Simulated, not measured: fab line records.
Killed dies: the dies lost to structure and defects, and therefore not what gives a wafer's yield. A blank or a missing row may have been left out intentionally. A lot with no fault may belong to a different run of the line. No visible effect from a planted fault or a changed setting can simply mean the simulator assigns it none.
Chamber matching | flow nandHarc | 3 sister chambers for NHARC_P_M0_PRE_CLEAN_31 on pecvd-04
The step time 12 s. 16 wafers are shown with their chamber, then 8 later ones without.

## EACH WAFER AND ITS CHAMBER
wafer  | chamber | heaterPowerW (W)
L074.1 | 0       | 535
L074.3 | 1       | 549
L074.5 | 1       | 544
L076.1 | 2       | 712
L076.4 | 2       | 730
L076.6 | 0       | 593
L081.3 | 2       | 769
L081.4 | 1       | 629
L081.5 | 2       | 779
L083.1 | 0       | 535
L083.2 | 1       | 655
L083.3 | 2       | 740
L086.2 | 2       | 828
L086.5 | 1       | 587
L086.6 | 0       | 605
L087.2 | 0       | 525

SIGNATURES, as means of the wafers listed above
reading      | chamber 0 | chamber 1 | chamber 2 | scatter within a chamber
heaterPowerW | 558.60    | 592.80    | 759.67    | 42.8
Rule: for a wafer and a chamber, the distance is found by dividing, reading by reading, the gap between the wafer's reading and the chamber's mean by the reading's scatter, squaring, summing and taking the root. The wafer belongs to the nearest chamber; if the next one is less than 2 further off, it can't be placed. The scatter: take each reading less its chamber's mean, square it, sum over the shown wafers, divide by the number of wafers less the number of chambers, and take the root.

## WAFERS WITH NO CHAMBER GIVEN
wafer  | heaterPowerW (W)
L087.3 | 646
L087.6 | 821
L090.2 | 623
L090.3 | 635
L090.6 | 764
L091.1 | 875
L091.4 | 832
L091.6 | 603

## CHAMBER TAKEN BY EACH
wafer  | from the rows above          | in truth
L087.3 | can't be placed: 1 or 0 or 2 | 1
L087.6 | 2                            | 2
L090.2 | can't be placed: 1 or 0      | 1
L090.3 | can't be placed: 1 or 0 or 2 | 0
L090.6 | 2                            | 2
L091.1 | 2                            | 2
L091.4 | 2                            | 2
L091.6 | can't be placed: 1 or 0      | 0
Correctly placed: 4 of 8. Can't be placed from these rows: 4 (the true chamber is among the candidates in 4). Placed wrongly: 0.
